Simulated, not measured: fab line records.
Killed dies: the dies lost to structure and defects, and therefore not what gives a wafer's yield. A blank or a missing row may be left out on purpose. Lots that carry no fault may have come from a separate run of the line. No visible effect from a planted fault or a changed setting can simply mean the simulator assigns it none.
The tool behind it: which one?    flow n5Finfet    11 lots, 33 wafers sampled, at 2 steps of a route of 1938

== WHAT THE GAUGES SHOWED, per wafer ==
N5_BEOL_M10_THK_MEAS_01.
lot   measured      on            M10_ILD_THK (nm)
L390  day 9 21:30   filmMetro-01  267 270 271
L391  day 9 21:43   filmMetro-01  264 267 266
L392  day 10 04:11  filmMetro-02  267 266 269
L393  day 10 16:07  filmMetro-02  271 277 276
L394  day 11 01:01  filmMetro-01  263 265 267
L395  day 11 10:15  filmMetro-01  269 273 272
L398  day 12 04:03  filmMetro-02  271 271 274
L399  day 12 09:55  filmMetro-02  264 264 268
L400  day 12 17:41  filmMetro-02  266 262 262
L408  day 14 04:12  filmMetro-02  267 268 271
L411  day 15 11:36  filmMetro-01  266 264 264

== TOOL THAT RAN EACH LOT (tool first, then ch and the chambers of the sampled wafers, then the start) ==
lot   N5_BEOL_M9_SURFACE_TREAT_79
L390  pvdSputter-02, day 9 19:38
L391  pvdSputter-03, day 9 19:56
L392  pvdSputter-01, day 10 02:20
L393  pvdSputter-01, day 10 13:20
L394  pvdSputter-01, day 10 23:05
L395  pvdSputter-03, day 11 08:22
L398  pvdSputter-02, day 12 00:31
L399  pvdSputter-02, day 12 07:59
L400  pvdSputter-03, day 12 15:28
L408  pvdSputter-01, day 14 00:52
L411  pvdSputter-01, day 15 09:07
- N5_BEOL_M9_SURFACE_TREAT_79

== AS READ BY THE TOOLS THEMSELVES (means over the sampled wafers that have a number; for cases with no such wafer, the mark the record gives instead) ==
The record holds no such reading with a usual standard deviation.

== THE ANSWER, worked out from the rows above alone ==
Rule: what is usual is taken from the lots themselves. Put in order of their means at a reading, lots are off if they are a third of the lots or fewer, leave a main group of 4 or more, and stand apart from it by a gap of 3 or more times the standard deviation of the main group's means; of several such gaps the widest counts. A main group whose means are all the same, to the digits that the tables above print for the reading, isn't used. A lot without any number at a reading at which 4 lots or more have one is off too. All remaining lots with rows at the step are treated as sound. Order of review: gauges by route order, followed by the tools' own readings, for which a lot's mean as printed above is used. At the first step where some lot is off, the reading lying furthest off is the one used; lots without a number count as furthest.
Across all readings shown, no lot is off: no conclusion can be drawn from this.

== WHAT WAS PUT IN BY THE SIMULATOR ==
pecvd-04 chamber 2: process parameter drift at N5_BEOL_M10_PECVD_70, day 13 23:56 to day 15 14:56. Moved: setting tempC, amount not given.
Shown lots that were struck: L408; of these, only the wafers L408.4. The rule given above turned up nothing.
